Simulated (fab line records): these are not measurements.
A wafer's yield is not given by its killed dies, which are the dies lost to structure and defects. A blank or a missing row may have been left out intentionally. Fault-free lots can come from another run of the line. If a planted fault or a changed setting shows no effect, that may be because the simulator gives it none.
Chamber matching ; flow n5 finfet ; rie diel-05 running N5_BEOL_M3_STRIP_66: 4 sister chambers
The step strips in CF4. 18 wafers are shown with their chamber, then 9 later ones without.

WAFERS PAIRED WITH THEIR CHAMBERS
wafer;chamber;drypump motor current A (A);oes product au (a.u.);throttle valve pct (%)
L075.3;2;5.9;0.73;13.43
L075.4;3;6.3;0.94;13.48
L075.6;2;5.9;0.73;13.44
L076.1;3;6.3;0.95;13.47
L076.2;1;5.1;0.84;13.41
L076.5;0;5.3;0.72;13.59
L078.1;1;5.1;0.84;13.43
L078.4;0;5.3;0.72;13.60
L078.5;3;6.3;0.93;13.49
L081.1;0;5.3;0.72;13.59
L081.3;1;5.1;0.84;13.41
L081.6;0;5.3;0.72;13.60
L082.1;3;6.3;0.93;13.48
L082.4;0;5.4;0.71;13.59
L082.5;3;6.3;0.94;13.48
L087.3;3;6.3;0.91;13.50
L087.4;2;5.9;0.71;13.44
L087.5;2;5.8;0.71;13.46

SIGNATURES (means of the wafers above)
reading;chamber 0;chamber 1;chamber 2;chamber 3;scatter within a chamber
drypump motor current A;5.320;5.100;5.875;6.300;0.0333
oes product au;0.7180;0.8400;0.7200;0.9333;0.01
throttle valve pct;13.5940;13.4167;13.4425;13.4833;0.00998
Rule: distance of a wafer from a chamber = root of the sum over the readings of ((wafer's reading minus chamber's mean) / reading's scatter) squared. If the next closest chamber is less than 2 further off than the closest, the wafer can't be placed; otherwise it belongs to the closest. The scatter: take each reading less its chamber's mean, square it, sum over the shown wafers, divide by the number of wafers less the number of chambers, and take the root.

WAFERS MISSING THEIR CHAMBER
wafer;drypump motor current A (A);oes product au (a.u.);throttle valve pct (%)
L089.1;5.3;0.72;13.63
L089.3;6.3;0.91;13.50
L089.5;5.1;0.82;13.44
L091.1;5.9;0.71;13.46
L091.4;6.3;0.91;13.52
L091.5;5.1;0.82;13.44
L097.2;5.1;0.81;13.44
L097.3;5.3;0.71;13.63
L097.6;5.9;0.71;13.47

WHICH CHAMBER EACH ONE RAN IN
wafer;from the rows above;in truth
L089.1;0;0
L089.3;3;3
L089.5;1;1
L091.1;2;2
L091.4;3;3
L091.5;1;1
L097.2;1;1
L097.3;0;0
L097.6;2;2
9 of 9 placed correctly. Can't be placed from these rows: 0. Wrongly placed: 0.
